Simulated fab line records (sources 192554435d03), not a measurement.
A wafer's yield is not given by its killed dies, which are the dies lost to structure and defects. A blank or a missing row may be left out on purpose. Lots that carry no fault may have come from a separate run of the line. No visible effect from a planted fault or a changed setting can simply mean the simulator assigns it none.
Matching of chambers    flow n5Finfet    N5_MOL_CONTACT_COAG_DESCUM_88 on rieDiel-02: 4 sister chambers
The step chemistry O2, time 7 s. 14 wafers are shown with their chamber, then 7 later ones without.

== EACH WAFER AND ITS CHAMBER ==
wafer   chamber  showerheadPlenumPTorr (Torr)  throttleValvePct (%)  oesProductAu (a.u.)
L593.2  2        2.00                          20.36                 0.75
L593.3  3        2.16                          20.04                 0.73
L593.4  0        2.12                          20.23                 0.93
L594.1  2        2.00                          20.37                 0.76
L594.3  3        2.16                          20.08                 0.74
L594.4  1        1.98                          20.47                 0.70
L595.2  3        2.16                          20.06                 0.73
L595.4  1        1.98                          20.47                 0.68
L595.6  2        2.00                          20.36                 0.75
L596.2  1        1.98                          20.48                 0.68
L596.5  0        2.12                          20.23                 0.91
L596.6  3        2.16                          20.08                 0.74
L603.1  3        2.15                          20.09                 0.71
L603.2  0        2.12                          20.25                 0.89

SIGNATURES (averages over the wafers above)
reading                chamber 0  chamber 1  chamber 2  chamber 3  scatter within a chamber
showerheadPlenumPTorr  2.1200     1.9800     2.0000     2.1580     0.00283
throttleValvePct       20.2367    20.4733    20.3633    20.0700    0.0141
oesProductAu           0.9100     0.6867     0.7533     0.7300     0.0132
Rule: a wafer's distance from a chamber is the root of the sum, over the readings, of the square of ((its reading less the chamber's mean) divided by the reading's scatter). If the next closest chamber is less than 2 further off than the closest, the wafer can't be placed; otherwise it belongs to the closest. How the scatter is found: for the shown wafers, subtract from each reading the mean of its chamber, square and add these, divide the total by (wafers less chambers), then take the root.

== WAFERS WITH NO CHAMBER GIVEN ==
wafer   showerheadPlenumPTorr (Torr)  throttleValvePct (%)  oesProductAu (a.u.)
L603.4  1.98                          20.49                 0.67
L610.3  2.11                          20.28                 0.87
L610.4  2.15                          20.11                 0.70
L610.5  2.11                          20.29                 0.87
L612.1  2.14                          20.13                 0.69
L612.3  1.99                          20.43                 0.73
L612.5  1.99                          20.43                 0.72

== CHAMBER TAKEN BY EACH ==
wafer   from the rows above      in truth
L603.4  1                        1
L610.3  0                        0
L610.4  3                        3
L610.5  0                        0
L612.1  3                        3
L612.3  can't be placed: 1 or 2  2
L612.5  can't be placed: 1 or 2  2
Placed correctly: 5 of 7. Not placeable from these rows: 2 (in 2, the candidates include the true chamber). 0 placed wrongly.
